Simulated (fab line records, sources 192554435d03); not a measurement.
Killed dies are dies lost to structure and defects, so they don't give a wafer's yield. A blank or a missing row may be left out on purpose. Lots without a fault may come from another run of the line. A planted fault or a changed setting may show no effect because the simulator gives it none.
Chamber matching | flow n5_finfet | N5_PMOS_HMC_CHANNEL_EPI_STRIP_33 on rie_diel-03: 4 sister chambers
The step strips in N2/H2. 14 wafers are shown with their chamber, then 7 later ones without.

WAFERS WITH THEIR CHAMBER
wafer  | chamber | showerhead_plenum_p_Torr (Torr) | throttle_valve_pct (%) | oes_product_au (a.u.)
L717.1 | 3       | 3.17                            | 19.0                   | 0.68
L717.3 | 1       | 3.36                            | 18.6                   | 0.81
L717.6 | 2       | 3.41                            | 18.4                   | 0.85
L719.2 | 0       | 3.43                            | 19.6                   | 0.90
L719.3 | 2       | 3.41                            | 18.3                   | 0.83
L719.5 | 0       | 3.43                            | 19.7                   | 0.92
L721.1 | 1       | 3.35                            | 18.6                   | 0.80
L721.3 | 2       | 3.41                            | 18.4                   | 0.82
L721.5 | 0       | 3.43                            | 19.7                   | 0.91
L722.1 | 0       | 3.43                            | 19.7                   | 0.91
L722.2 | 2       | 3.41                            | 18.4                   | 0.83
L722.4 | 2       | 3.41                            | 18.4                   | 0.84
L724.1 | 1       | 3.35                            | 18.6                   | 0.79
L724.5 | 0       | 3.43                            | 19.7                   | 0.90

SIGNATURES (means of the wafers above)
reading                  | chamber 0 | chamber 1 | chamber 2 | chamber 3 | scatter within a chamber
showerhead_plenum_p_Torr | 3.4300    | 3.3533    | 3.4100    | 3.1700    | 0.00258
throttle_valve_pct       | 19.680    | 18.600    | 18.380    | 19.000    | 0.04
oes_product_au           | 0.9080    | 0.8000    | 0.8340    | 0.6800    | 0.01
Rule: a wafer's distance from a chamber is the root of the sum, over the readings, of the square of ((its reading less the chamber's mean) divided by the reading's scatter). The wafer belongs to the nearest chamber; if the next one is less than 2 further off, it can't be placed. The scatter: the root of (the sum of the squares of (reading less its chamber's mean) over the shown wafers, divided by (wafers less chambers)).

WAFERS WITHOUT THEIR CHAMBER
wafer  | showerhead_plenum_p_Torr (Torr) | throttle_valve_pct (%) | oes_product_au (a.u.)
L724.6 | 3.41                            | 18.4                   | 0.83
L731.3 | 3.42                            | 19.7                   | 0.88
L731.4 | 3.34                            | 18.6                   | 0.78
L731.6 | 3.34                            | 18.6                   | 0.79
L738.2 | 3.41                            | 19.7                   | 0.85
L738.3 | 3.39                            | 18.4                   | 0.79
L738.6 | 3.56                            | 18.7                   | 0.92

WHICH CHAMBER EACH WENT THROUGH
wafer  | from the rows above | in truth
L724.6 | 2                   | 2
L731.3 | 0                   | 0
L731.4 | 1                   | 1
L731.6 | 1                   | 1
L738.2 | 0                   | 0
L738.3 | 2                   | 2
L738.6 | 0                   | 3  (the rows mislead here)
Placed correctly: 6 of 7. Can't be placed from these rows: 0. Placed wrongly: 1.
